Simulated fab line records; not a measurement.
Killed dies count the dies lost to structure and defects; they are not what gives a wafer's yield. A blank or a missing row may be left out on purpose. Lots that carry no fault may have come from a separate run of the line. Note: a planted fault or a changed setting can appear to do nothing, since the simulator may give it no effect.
fab line records :: flow n5-finfet :: part 2 of 2: steps 22 to 27 of 27
[record]
  lots = 5
  wafers = 15
  last-day = 15
route steps=1938 shown BEOL_M4@1036
lots that met no fault: from a run of the same line without faults
start-h: the number of hours between the record's first day and the start of the first shown wafer of the lot :: wait-h: hours elapsed since this lot's preceding step :: " unchanged from the row above :: L1.1+2: several wafers, shown together as one row :: - value missing, or start not given :: * or withheld: withheld :: < > ~ a bound
route shown NAME@n: a module of which the file shows steps, and the number in the route of the first :: usual: mean/standard deviation of fault-free wafers :: same: alike in all rows :: chamber/n: place in a boat :: sites: readings site by site :: _std_site: standard deviation across them :: _edge_site: outer sites' mean less inner sites' :: radius-mm: how far each site lies from the wafer's centre :: mask NAME#n: copy n :: behind: the most recent tool/chamber to have shaped the wafer :: hold: why the lot was held/for how many hours/how that ended :: device: the n, p or np transistor that did not switch :: end of line: tests run on the same wafers once the route is complete :: a step with no rows: only its recipe :: killed: count of dies lost to structure and defects at first sort (not the wafer's yield) :: map: a wafer's dies, marking killed ones x, the rest . and places with no die _
set.NAME: the setting as run; set.NAME@STEP: as run at that earlier step :: model.NAME: the simulator's own value behind a step, which no gauge read
a table for each step, a row for each wafer; lots at some steps of the route
services: from which hour (start-h, from the record's first day; less than 0 if before it) a tool's chamber was out of use, for how many hours, and why
[[steps]]
[step N5_BEOL_M4_OVL_MEAS_29]
[recipe]
  points-per-wafer = 522
[usual]
  V3_OVL = -0.2/0.54
lot.wafer: L077.1
tool: overlay-02
chamber: 0
start-h: 173.74
wait-h: 0.0
V3_OVL[nm]: 0.0

lot.wafer: L077.3
tool: overlay-02
chamber: 0
start-h: 173.74
wait-h: 0.0
V3_OVL[nm]: 0.5

lot.wafer: L077.6
tool: overlay-02
chamber: 0
start-h: 173.74
wait-h: 0.0
V3_OVL[nm]: 0.1

lot.wafer: L078.1
tool: overlay-02
chamber: 0
start-h: 176.52
wait-h: 0.0
V3_OVL[nm]: -0.3

lot.wafer: L078.2
tool: overlay-02
chamber: 0
start-h: 176.52
wait-h: 0.0
V3_OVL[nm]: 0.4

lot.wafer: L078.4
tool: overlay-02
chamber: 0
start-h: 176.52
wait-h: 0.0
V3_OVL[nm]: 0.0

lot.wafer: L082.2
tool: overlay-01
chamber: 0
start-h: 215.82
wait-h: 0.0
V3_OVL[nm]: 0.2

lot.wafer: L082.3
tool: overlay-01
chamber: 0
start-h: 215.82
wait-h: 0.0
V3_OVL[nm]: 0.8

lot.wafer: L082.5
tool: overlay-01
chamber: 0
start-h: 215.82
wait-h: 0.0
V3_OVL[nm]: -0.4

lot.wafer: L087.1
tool: overlay-02
chamber: 0
start-h: 228.32
wait-h: 0.0
V3_OVL[nm]: -0.1

lot.wafer: L087.2
tool: overlay-02
chamber: 0
start-h: 228.32
wait-h: 0.0
V3_OVL[nm]: -0.1

lot.wafer: L087.5
tool: overlay-02
chamber: 0
start-h: 228.32
wait-h: 0.0
V3_OVL[nm]: -0.7

lot.wafer: L088.2
tool: overlay-02
chamber: 0
start-h: 241.49
wait-h: 0.0
V3_OVL[nm]: -0.2

lot.wafer: L088.5
tool: overlay-02
chamber: 0
start-h: 241.49
wait-h: 0.0
V3_OVL[nm]: -0.4

lot.wafer: L088.6
tool: overlay-02
chamber: 0
start-h: 241.49
wait-h: 0.0
V3_OVL[nm]: 0.1
[step N5_BEOL_M4_INSPECT_30]
[recipe]
  mode = adi
  inspect-instrument = brightfield
[usual]
  raw-defect-count = 390/83
lot.wafer: L077.1
tool: defect-inspect-02
chamber: -
start-h: 173.79
wait-h: 0.1
raw-defect-count: 393

lot.wafer: L077.3
tool: defect-inspect-02
chamber: -
start-h: 173.79
wait-h: 0.1
raw-defect-count: 471

lot.wafer: L077.6
tool: defect-inspect-02
chamber: -
start-h: 173.79
wait-h: 0.1
raw-defect-count: 412

lot.wafer: L078.1
tool: defect-inspect-02
chamber: -
start-h: 176.58
wait-h: 0.1
raw-defect-count: 372

lot.wafer: L078.2
tool: defect-inspect-02
chamber: -
start-h: 176.58
wait-h: 0.1
raw-defect-count: 358

lot.wafer: L078.4
tool: defect-inspect-02
chamber: -
start-h: 176.58
wait-h: 0.1
raw-defect-count: 479

lot.wafer: L082.2
tool: defect-inspect-02
chamber: -
start-h: 215.87
wait-h: 0.0
raw-defect-count: 390

lot.wafer: L082.3
tool: defect-inspect-02
chamber: -
start-h: 215.87
wait-h: 0.0
raw-defect-count: 297

lot.wafer: L082.5
tool: defect-inspect-02
chamber: -
start-h: 215.87
wait-h: 0.0
raw-defect-count: 355

lot.wafer: L087.1
tool: defect-inspect-02
chamber: -
start-h: 228.38
wait-h: 0.1
raw-defect-count: 490

lot.wafer: L087.2
tool: defect-inspect-02
chamber: -
start-h: 228.38
wait-h: 0.1
raw-defect-count: 244

lot.wafer: L087.5
tool: defect-inspect-02
chamber: -
start-h: 228.38
wait-h: 0.1
raw-defect-count: 461

lot.wafer: L088.2
tool: defect-inspect-02
chamber: -
start-h: 241.54
wait-h: 0.0
raw-defect-count: 389

lot.wafer: L088.5
tool: defect-inspect-02
chamber: -
start-h: 241.54
wait-h: 0.0
raw-defect-count: 430

lot.wafer: L088.6
tool: defect-inspect-02
chamber: -
start-h: 241.54
wait-h: 0.0
raw-defect-count: 391
[step N5_BEOL_M4_DESCUM_33]
[recipe]
  chemistry = O2
  time-s = 7
  source-power-w = 50
  bias-power-w = 20
  pressure-mtorr = 20
  rf-frequency-hz = 2.712e+07
  temp-c = 40
  resist = CAR-EUV
  o2-flow-sccm = 225
[usual]
  drypump-motor-current-A = 5.6/0.49
  oes-product-au = 0.80/0.096
  rf-vpp-V = 243.2/1.4
  showerhead-plenum-p-Torr = 2.10/0.078
  throttle-valve-pct = 20.42/0.19
lot.wafer: L077.1
tool: rie-diel-01
chamber: 1
start-h: 173.89
wait-h: 0.1
drypump-motor-current-A: 5.1
oes-product-au: 0.71
rf-hours-counter-h: 218
rf-vpp-V: 242.6
showerhead-plenum-p-Torr: 1.98
throttle-valve-pct: 20.55

lot.wafer: L077.3
tool: rie-diel-01
chamber: 0
start-h: 173.89
wait-h: 0.1
drypump-motor-current-A: 5.7
oes-product-au: 0.83
rf-hours-counter-h: 85
rf-vpp-V: 242.1
showerhead-plenum-p-Torr: 2.03
throttle-valve-pct: 20.20

lot.wafer: L077.6
tool: rie-diel-01
chamber: 1
start-h: 173.89
wait-h: 0.1
drypump-motor-current-A: 5.1
oes-product-au: 0.71
rf-hours-counter-h: -
rf-vpp-V: 242.6
showerhead-plenum-p-Torr: 1.98
throttle-valve-pct: 20.54

lot.wafer: L078.1
tool: rie-diel-03
chamber: 0
start-h: 176.64
wait-h: 0.1
drypump-motor-current-A: 5.1
oes-product-au: 0.88
rf-hours-counter-h: 54
rf-vpp-V: 244.8
showerhead-plenum-p-Torr: 2.23
throttle-valve-pct: 20.30

lot.wafer: L078.2
tool: rie-diel-03
chamber: 1
start-h: 176.64
wait-h: 0.1
drypump-motor-current-A: 6.3
oes-product-au: 0.73
rf-hours-counter-h: 180
rf-vpp-V: 241.8
showerhead-plenum-p-Torr: 2.00
throttle-valve-pct: 20.25

lot.wafer: L078.4
tool: rie-diel-03
chamber: 3
start-h: 176.64
wait-h: 0.1
drypump-motor-current-A: 4.8
oes-product-au: 0.77
rf-hours-counter-h: 116
rf-vpp-V: 244.9
showerhead-plenum-p-Torr: 2.12
throttle-valve-pct: 20.70

lot.wafer: L082.2
tool: rie-diel-01
chamber: 2
start-h: 215.91
wait-h: 0.0
drypump-motor-current-A: 5.0
oes-product-au: 0.95
rf-hours-counter-h: 12
rf-vpp-V: 246.2
showerhead-plenum-p-Torr: 2.24
throttle-valve-pct: 20.48

lot.wafer: L082.3
tool: rie-diel-01
chamber: 3
start-h: 215.91
wait-h: 0.0
drypump-motor-current-A: 5.9
oes-product-au: 0.76
rf-hours-counter-h: 141
rf-vpp-V: 242.8
showerhead-plenum-p-Torr: 2.10
throttle-valve-pct: 20.63

lot.wafer: L082.5
tool: rie-diel-01
chamber: 3
start-h: 215.91
wait-h: 0.0
drypump-motor-current-A: 5.9
oes-product-au: 0.75
rf-hours-counter-h: -
rf-vpp-V: 242.4
showerhead-plenum-p-Torr: 2.10
throttle-valve-pct: 20.65

lot.wafer: L087.1
tool: rie-diel-04
chamber: 1
start-h: 228.41
wait-h: 0.0
drypump-motor-current-A: 6.2
oes-product-au: 0.71
rf-hours-counter-h: 206
rf-vpp-V: 241.9
showerhead-plenum-p-Torr: 2.08
throttle-valve-pct: 20.59

lot.wafer: L087.2
tool: rie-diel-04
chamber: 2
start-h: 228.41
wait-h: 0.0
drypump-motor-current-A: 5.7
oes-product-au: 0.79
rf-hours-counter-h: 128
rf-vpp-V: 241.1
showerhead-plenum-p-Torr: 2.02
throttle-valve-pct: 20.44

lot.wafer: L087.5
tool: rie-diel-04
chamber: 1
start-h: 228.41
wait-h: 0.0
drypump-motor-current-A: 6.2
oes-product-au: 0.70
rf-hours-counter-h: -
rf-vpp-V: 242.9
showerhead-plenum-p-Torr: 2.08
throttle-valve-pct: 20.61

lot.wafer: L088.2
tool: rie-diel-04
chamber: 2
start-h: 241.58
wait-h: 0.0
drypump-motor-current-A: 5.7
oes-product-au: 0.78
rf-hours-counter-h: 133
rf-vpp-V: 241.5
showerhead-plenum-p-Torr: 2.02
throttle-valve-pct: 20.44

lot.wafer: L088.5
tool: rie-diel-04
chamber: 1
start-h: 241.58
wait-h: 0.0
drypump-motor-current-A: 6.2
oes-product-au: 0.69
rf-hours-counter-h: -
rf-vpp-V: 242.9
showerhead-plenum-p-Torr: 2.08
throttle-valve-pct: 20.61

lot.wafer: L088.6
tool: rie-diel-04
chamber: 0
start-h: 241.58
wait-h: 0.0
drypump-motor-current-A: 5.5
oes-product-au: 0.96
rf-hours-counter-h: -
rf-vpp-V: 244.9
showerhead-plenum-p-Torr: 2.14
throttle-valve-pct: 20.06
[step N5_BEOL_M4_ETCH_77]
[recipe]
  chemistry = N2/H2
  target = underlayer
  target-depth-a = 65
  mask-material = CAR-EUV
  time-s = 5.2
  ion-energy-ev = 200
  pressure-mtorr = 30
  source-w = 840
  bias-w = 150
  n2-flow-sccm = 200
  h2-flow-sccm = 200
  ends = cleared
[usual]
  drypump-motor-current-A = 5.6/0.49
  etch-rf-on-time-s = 5.22/0.1
  oes-product-au = 0.68/0.082
  rf-vpp-V = 523.8/2.8
  showerhead-plenum-p-Torr = 2.54/0.091
  throttle-valve-pct = 17.84/0.2
lot.wafer: L077.1
tool: rie-diel-01
chamber: 1
start-h: 173.92
wait-h: 0.0
drypump-motor-current-A: 5.1
etch-rf-on-time-s: 5.25
oes-product-au: 0.60
rf-hours-counter-h: 218
rf-vpp-V: 519.7
showerhead-plenum-p-Torr: 2.43
throttle-valve-pct: 18.14

lot.wafer: L077.3
tool: rie-diel-01
chamber: 0
start-h: 173.92
wait-h: 0.0
drypump-motor-current-A: 5.7
etch-rf-on-time-s: 5.32
oes-product-au: 0.68
rf-hours-counter-h: 85
rf-vpp-V: 522.9
showerhead-plenum-p-Torr: 2.46
throttle-valve-pct: 17.60

lot.wafer: L077.6
tool: rie-diel-01
chamber: 1
start-h: 173.92
wait-h: 0.0
drypump-motor-current-A: 5.1
etch-rf-on-time-s: 5.19
oes-product-au: 0.60
rf-hours-counter-h: -
rf-vpp-V: 519.8
showerhead-plenum-p-Torr: 2.43
throttle-valve-pct: 18.16

lot.wafer: L078.1
tool: rie-diel-03
chamber: 0
start-h: 176.67
wait-h: 0.0
drypump-motor-current-A: 5.1
etch-rf-on-time-s: 5.20
oes-product-au: 0.73
rf-hours-counter-h: 54
rf-vpp-V: 527.0
showerhead-plenum-p-Torr: 2.70
throttle-valve-pct: 17.68

lot.wafer: L078.2
tool: rie-diel-03
chamber: 1
start-h: 176.67
wait-h: 0.0
drypump-motor-current-A: 6.3
etch-rf-on-time-s: 5.30
oes-product-au: 0.62
rf-hours-counter-h: 180
rf-vpp-V: 520.1
showerhead-plenum-p-Torr: 2.45
throttle-valve-pct: 17.83

lot.wafer: L078.4
tool: rie-diel-03
chamber: 3
start-h: 176.67
wait-h: 0.0
drypump-motor-current-A: 4.8
etch-rf-on-time-s: 5.23
oes-product-au: 0.65
rf-hours-counter-h: 116
rf-vpp-V: 524.3
showerhead-plenum-p-Torr: 2.55
throttle-valve-pct: 17.83

lot.wafer: L082.2
tool: rie-diel-01
chamber: 2
start-h: 215.94
wait-h: 0.0
drypump-motor-current-A: 5.0
etch-rf-on-time-s: 5.18
oes-product-au: 0.81
rf-hours-counter-h: 12
rf-vpp-V: 528.6
showerhead-plenum-p-Torr: 2.70
throttle-valve-pct: 17.68

lot.wafer: L082.3
tool: rie-diel-01
chamber: 3
start-h: 215.94
wait-h: 0.0
drypump-motor-current-A: 5.9
etch-rf-on-time-s: 5.32
oes-product-au: 0.64
rf-hours-counter-h: 141
rf-vpp-V: 525.5
showerhead-plenum-p-Torr: 2.54
throttle-valve-pct: 18.08

lot.wafer: L082.5
tool: rie-diel-01
chamber: 3
start-h: 215.94
wait-h: 0.0
drypump-motor-current-A: 5.9
etch-rf-on-time-s: 5.34
oes-product-au: 0.64
rf-hours-counter-h: -
rf-vpp-V: 525.1
showerhead-plenum-p-Torr: 2.54
throttle-valve-pct: 18.08

lot.wafer: L087.1
tool: rie-diel-04
chamber: 1
start-h: 228.45
wait-h: 0.0
drypump-motor-current-A: 6.2
etch-rf-on-time-s: 5.34
oes-product-au: 0.59
rf-hours-counter-h: 206
rf-vpp-V: 521.1
showerhead-plenum-p-Torr: 2.54
throttle-valve-pct: 18.12

lot.wafer: L087.2
tool: rie-diel-04
chamber: 2
start-h: 228.45
wait-h: 0.0
drypump-motor-current-A: 5.7
etch-rf-on-time-s: 5.14
oes-product-au: 0.68
rf-hours-counter-h: 128
rf-vpp-V: 522.4
showerhead-plenum-p-Torr: 2.45
throttle-valve-pct: 17.91

lot.wafer: L087.5
tool: rie-diel-04
chamber: 1
start-h: 228.45
wait-h: 0.0
drypump-motor-current-A: 6.2
etch-rf-on-time-s: 5.33
oes-product-au: 0.60
rf-hours-counter-h: -
rf-vpp-V: 524.9
showerhead-plenum-p-Torr: 2.54
throttle-valve-pct: 18.09

lot.wafer: L088.2
tool: rie-diel-04
chamber: 2
start-h: 241.61
wait-h: 0.0
drypump-motor-current-A: 5.7
etch-rf-on-time-s: 5.08
oes-product-au: 0.68
rf-hours-counter-h: 133
rf-vpp-V: 521.2
showerhead-plenum-p-Torr: 2.45
throttle-valve-pct: 17.94

lot.wafer: L088.5
tool: rie-diel-04
chamber: 1
start-h: 241.61
wait-h: 0.0
drypump-motor-current-A: 6.2
etch-rf-on-time-s: 5.32
oes-product-au: 0.59
rf-hours-counter-h: -
rf-vpp-V: 522.4
showerhead-plenum-p-Torr: 2.54
throttle-valve-pct: 18.10

lot.wafer: L088.6
tool: rie-diel-04
chamber: 0
start-h: 241.61
wait-h: 0.0
drypump-motor-current-A: 5.5
etch-rf-on-time-s: 5.04
oes-product-au: 0.83
rf-hours-counter-h: -
rf-vpp-V: 524.4
showerhead-plenum-p-Torr: 2.60
throttle-valve-pct: 17.41
[step N5_BEOL_M4_ETCH_69]
[recipe]
  chemistry = CF4
  target = SiARC
  target-depth-a = 156
  mask-material = CAR-EUV
  time-s = 26
  ion-energy-ev = 80
  pressure-mtorr = 40
  source-w = 545
  bias-w = 36
  Ar_flow_sccm = 100
  cf4-flow-sccm = 100
  ends = cleared
[usual]
  drypump-motor-current-A = 5.6/0.48
  etch-rf-on-time-s = 26.0/0.55
  oes-product-au = 0.68/0.083
  rf-vpp-V = 184.1/1.2
  showerhead-plenum-p-Torr = 2.14/0.074
  throttle-valve-pct = 15.60/0.18
lot.wafer: L077.1
tool: rie-diel-01
chamber: 1
start-h: 173.94
wait-h: 0.0
drypump-motor-current-A: 5.1
etch-rf-on-time-s: 25.8
oes-product-au: 0.61
rf-hours-counter-h: 218
rf-vpp-V: 183.8
showerhead-plenum-p-Torr: 2.03
throttle-valve-pct: 15.83

lot.wafer: L077.3
tool: rie-diel-01
chamber: 0
start-h: 173.94
wait-h: 0.0
drypump-motor-current-A: 5.7
etch-rf-on-time-s: 26.3
oes-product-au: 0.69
rf-hours-counter-h: 85
rf-vpp-V: 182.2
showerhead-plenum-p-Torr: 2.08
throttle-valve-pct: 15.38

lot.wafer: L077.6
tool: rie-diel-01
chamber: 1
start-h: 173.94
wait-h: 0.0
drypump-motor-current-A: 5.1
etch-rf-on-time-s: 26.0
oes-product-au: 0.60
rf-hours-counter-h: -
rf-vpp-V: 183.5
showerhead-plenum-p-Torr: 2.04
throttle-valve-pct: 15.83

lot.wafer: L078.1
tool: rie-diel-03
chamber: 0
start-h: 176.69
wait-h: 0.0
drypump-motor-current-A: 5.1
etch-rf-on-time-s: 25.7
oes-product-au: 0.76
rf-hours-counter-h: 54
rf-vpp-V: 185.2
showerhead-plenum-p-Torr: 2.28
throttle-valve-pct: 15.48

lot.wafer: L078.2
tool: rie-diel-03
chamber: 1
start-h: 176.69
wait-h: 0.0
drypump-motor-current-A: 6.3
etch-rf-on-time-s: 26.1
oes-product-au: 0.63
rf-hours-counter-h: 180
rf-vpp-V: 183.2
showerhead-plenum-p-Torr: 2.06
throttle-valve-pct: 15.55

lot.wafer: L078.4
tool: rie-diel-03
chamber: 3
start-h: 176.69
wait-h: 0.0
drypump-motor-current-A: 4.8
etch-rf-on-time-s: 25.7
oes-product-au: 0.67
rf-hours-counter-h: 116
rf-vpp-V: 184.9
showerhead-plenum-p-Torr: 2.16
throttle-valve-pct: 15.81

lot.wafer: L082.2
tool: rie-diel-01
chamber: 2
start-h: 215.96
wait-h: 0.0
drypump-motor-current-A: 5.0
etch-rf-on-time-s: 26.1
oes-product-au: 0.81
rf-hours-counter-h: 12
rf-vpp-V: 185.5
showerhead-plenum-p-Torr: 2.26
throttle-valve-pct: 15.47

lot.wafer: L082.3
tool: rie-diel-01
chamber: 3
start-h: 215.96
wait-h: 0.0
drypump-motor-current-A: 5.9
etch-rf-on-time-s: 26.7
oes-product-au: 0.65
rf-hours-counter-h: 141
rf-vpp-V: 184.0
showerhead-plenum-p-Torr: 2.14
throttle-valve-pct: 15.77

lot.wafer: L082.5
tool: rie-diel-01
chamber: 3
start-h: 215.96
wait-h: 0.0
drypump-motor-current-A: 5.9
etch-rf-on-time-s: 26.7
oes-product-au: 0.64
rf-hours-counter-h: -
rf-vpp-V: 184.5
showerhead-plenum-p-Torr: 2.14
throttle-valve-pct: 15.78

lot.wafer: L087.1
tool: rie-diel-04
chamber: 1
start-h: 228.46
wait-h: 0.0
drypump-motor-current-A: 6.2
etch-rf-on-time-s: 26.2
oes-product-au: 0.60
rf-hours-counter-h: 206
rf-vpp-V: 184.4
showerhead-plenum-p-Torr: 2.12
throttle-valve-pct: 15.74

lot.wafer: L087.2
tool: rie-diel-04
chamber: 2
start-h: 228.46
wait-h: 0.0
drypump-motor-current-A: 5.7
etch-rf-on-time-s: 25.8
oes-product-au: 0.67
rf-hours-counter-h: 128
rf-vpp-V: 183.5
showerhead-plenum-p-Torr: 2.07
throttle-valve-pct: 15.58

lot.wafer: L087.5
tool: rie-diel-04
chamber: 1
start-h: 228.46
wait-h: 0.0
drypump-motor-current-A: 6.2
etch-rf-on-time-s: 26.1
oes-product-au: 0.60
rf-hours-counter-h: -
rf-vpp-V: 183.9
showerhead-plenum-p-Torr: 2.12
throttle-valve-pct: 15.75

lot.wafer: L088.2
tool: rie-diel-04
chamber: 2
start-h: 241.63
wait-h: 0.0
drypump-motor-current-A: 5.7
etch-rf-on-time-s: 25.8
oes-product-au: 0.67
rf-hours-counter-h: 133
rf-vpp-V: 183.7
showerhead-plenum-p-Torr: 2.07
throttle-valve-pct: 15.61

lot.wafer: L088.5
tool: rie-diel-04
chamber: 1
start-h: 241.63
wait-h: 0.0
drypump-motor-current-A: 6.2
etch-rf-on-time-s: 26.2
oes-product-au: 0.60
rf-hours-counter-h: -
rf-vpp-V: 184.4
showerhead-plenum-p-Torr: 2.12
throttle-valve-pct: 15.76

lot.wafer: L088.6
tool: rie-diel-04
chamber: 0
start-h: 241.63
wait-h: 0.0
drypump-motor-current-A: 5.5
etch-rf-on-time-s: 24.6
oes-product-au: 0.83
rf-hours-counter-h: -
rf-vpp-V: 185.3
showerhead-plenum-p-Torr: 2.20
throttle-valve-pct: 15.25
[step N5_BEOL_M4_ALD_98]
[recipe]
  material = SiO2
  target-thk-a = 25
  temp-c = 100
  ald-precursor-family = BDEAS
  ald-co-reactant = O2-plasma
  pulse-time-s = 1
  co-reactant-pulse-time-s = 1
  purge-time-s = 2
  co-reactant-purge-time-s = 2
  ald-cycles = 17
  pressure-torr = 2
[usual]
  heater-power-w = 81/11
  precursor-pulse-height-rel = 0.999/0.02
[same]
  purge-time-s = 2
lot.wafer: L077.1
tool: ald-sin-02
chamber: 2
start-h: 174.02
wait-h: 0.1
heater-power-w: 66
precursor-pulse-height-rel: 1.005

lot.wafer: L077.3
tool: ald-sin-02
chamber: 3
start-h: 174.02
wait-h: 0.1
heater-power-w: 80
precursor-pulse-height-rel: 0.959

lot.wafer: L077.6
tool: ald-sin-02
chamber: 1
start-h: 174.02
wait-h: 0.1
heater-power-w: 92
precursor-pulse-height-rel: 1.012

lot.wafer: L078.1
tool: ald-sin-02
chamber: 3
start-h: 176.77
wait-h: 0.1
heater-power-w: 83
precursor-pulse-height-rel: 1.033

lot.wafer: L078.2
tool: ald-sin-02
chamber: 1
start-h: 176.77
wait-h: 0.1
heater-power-w: 94
precursor-pulse-height-rel: 0.992

lot.wafer: L078.4
tool: ald-sin-02
chamber: 0
start-h: 176.77
wait-h: 0.1
heater-power-w: 81
precursor-pulse-height-rel: 0.959

lot.wafer: L082.2
tool: ald-sin-03
chamber: 1
start-h: 216.06
wait-h: 0.1
heater-power-w: 90
precursor-pulse-height-rel: 1.040

lot.wafer: L082.3
tool: ald-sin-03
chamber: 2
start-h: 216.06
wait-h: 0.1
heater-power-w: 76
precursor-pulse-height-rel: 0.983

lot.wafer: L082.5
tool: ald-sin-03
chamber: 1
start-h: 216.06
wait-h: 0.1
heater-power-w: 88
precursor-pulse-height-rel: 0.965

lot.wafer: L087.1
tool: ald-sin-01
chamber: 1
start-h: 228.56
wait-h: 0.1
heater-power-w: 100
precursor-pulse-height-rel: 0.985

lot.wafer: L087.2
tool: ald-sin-01
chamber: 0
start-h: 228.56
wait-h: 0.1
heater-power-w: 67
precursor-pulse-height-rel: 1.006

lot.wafer: L087.5
tool: ald-sin-01
chamber: 1
start-h: 228.56
wait-h: 0.1
heater-power-w: 101
precursor-pulse-height-rel: 1.002

lot.wafer: L088.2
tool: ald-sin-03
chamber: 1
start-h: 242.03
wait-h: 0.4
heater-power-w: 89
precursor-pulse-height-rel: 1.009

lot.wafer: L088.5
tool: ald-sin-03
chamber: 3
start-h: 242.03
wait-h: 0.4
heater-power-w: 78
precursor-pulse-height-rel: 0.991

lot.wafer: L088.6
tool: ald-sin-03
chamber: 2
start-h: 242.03
wait-h: 0.4
heater-power-w: 80
precursor-pulse-height-rel: 0.995
[[services]]
tool: euv-scanner-02
chamber: -
start-h: 153.87
hours: 1.0
kind: pm

tool: rie-diel-01
chamber: 2
start-h: 158.25
hours: -
kind: clean

tool: rie-diel-01
chamber: 2
start-h: 158.25
hours: -
kind: consumable-replace:focus-ring

tool: rie-diel-01
chamber: 2
start-h: 158.25
hours: -
kind: consumable-replace:showerhead

tool: rie-diel-01
chamber: 2
start-h: 158.25
hours: 18.8
kind: scheduled-down

tool: rie-diel-01
chamber: 2
start-h: 158.25
hours: 18.8
kind: vent-cycle

tool: rie-diel-04
chamber: 3
start-h: 166.36
hours: -
kind: clean

tool: rie-diel-04
chamber: 3
start-h: 166.36
hours: -
kind: consumable-replace:esc

tool: rie-diel-04
chamber: 3
start-h: 166.36
hours: -
kind: consumable-replace:focus-ring

tool: rie-diel-04
chamber: 3
start-h: 166.36
hours: 32.4
kind: scheduled-down

tool: rie-diel-04
chamber: 3
start-h: 166.36
hours: 32.4
kind: vent-cycle

tool: euv-scanner-01
chamber: -
start-h: 175.33
hours: 1.0
kind: pm

tool: ald-sin-03
chamber: -
start-h: 176.95
hours: 14.0
kind: pm

tool: rie-diel-01
chamber: 2
start-h: 182.58
hours: 1.8
kind: repair

tool: euv-scanner-01
chamber: -
start-h: 189.11
hours: 1.3
kind: repair

tool: ald-sin-02
chamber: 3
start-h: 191.89
hours: 8.4
kind: repair

tool: euv-scanner-01
chamber: -
start-h: 200.72
hours: 12.0
kind: pm

tool: rie-metal-01
chamber: -
start-h: 207.34
hours: 4.3
kind: pm

tool: euv-scanner-02
chamber: -
start-h: 212.72
hours: 1.0
kind: pm

tool: litho-track-03
chamber: -
start-h: 224.70
hours: -
kind: consumable-replace:filter

tool: euv-scanner-01
chamber: -
start-h: 231.48
hours: 1.0
kind: pm

tool: euv-scanner-01
chamber: -
start-h: 236.57
hours: 1.0
kind: repair

tool: ald-sin-01
chamber: -
start-h: 239.35
hours: 1.1
kind: repair

tool: ald-sin-02
chamber: -
start-h: 239.79
hours: 6.0
kind: pm
